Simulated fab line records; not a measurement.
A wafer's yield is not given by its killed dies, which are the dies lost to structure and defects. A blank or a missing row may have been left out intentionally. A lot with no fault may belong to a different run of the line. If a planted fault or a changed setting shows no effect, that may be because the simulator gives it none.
Matching of chambers    flow n5-finfet    cvd-co-01 running N5_BEOL_M3_CO_CAP_55: 3 sister chambers
The step material Co, precursor CCTBA/H2, target thk 2 nm, time 102.1 s. 6 wafers are shown with their chamber, then 6 later ones without.

## WAFERS PAIRED WITH THEIR CHAMBERS
wafer   chamber  heater-power-w (W)  susceptor-temp-C (C)
L528.5  2        215                 199.95
L530.2  2        216                 199.94
L530.3  1        249                 200.09
L530.4  0        250                 200.11
L532.1  1        241                 200.10
L532.4  0        247                 199.98

## WAFERS WITH NO CHAMBER GIVEN
wafer   heater-power-w (W)  susceptor-temp-C (C)
L532.5  211                 200.16
L539.1  249                 200.14
L539.4  217                 199.95
L539.5  252                 199.97
L541.2  245                 199.86
L541.6  249                 199.93

## EACH ONE'S CHAMBER
wafer   from the rows above      in truth
L532.5  2                        2
L539.1  can't be placed: 1 or 0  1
L539.4  2                        2
L539.5  can't be placed: 0 or 1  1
L541.2  can't be placed: 0 or 1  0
L541.6  can't be placed: 0 or 1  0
Placed correctly: 2 of 6. Not placeable from these rows: 4 (in 4, the candidates include the true chamber). Wrongly placed: 0.
How it was worked out, from the rows above alone: a wafer's distance from a chamber is the root of the sum, over the readings, of the square of ((its reading less the chamber's mean) divided by the reading's scatter). If the next closest chamber is less than 2 further off than the closest, the wafer can't be placed; otherwise it belongs to the closest. Each chamber's mean is taken over the wafers shown for it. The scatter: the root of (the sum of the squares of (reading less its chamber's mean) over the shown wafers, divided by (wafers less chambers)).
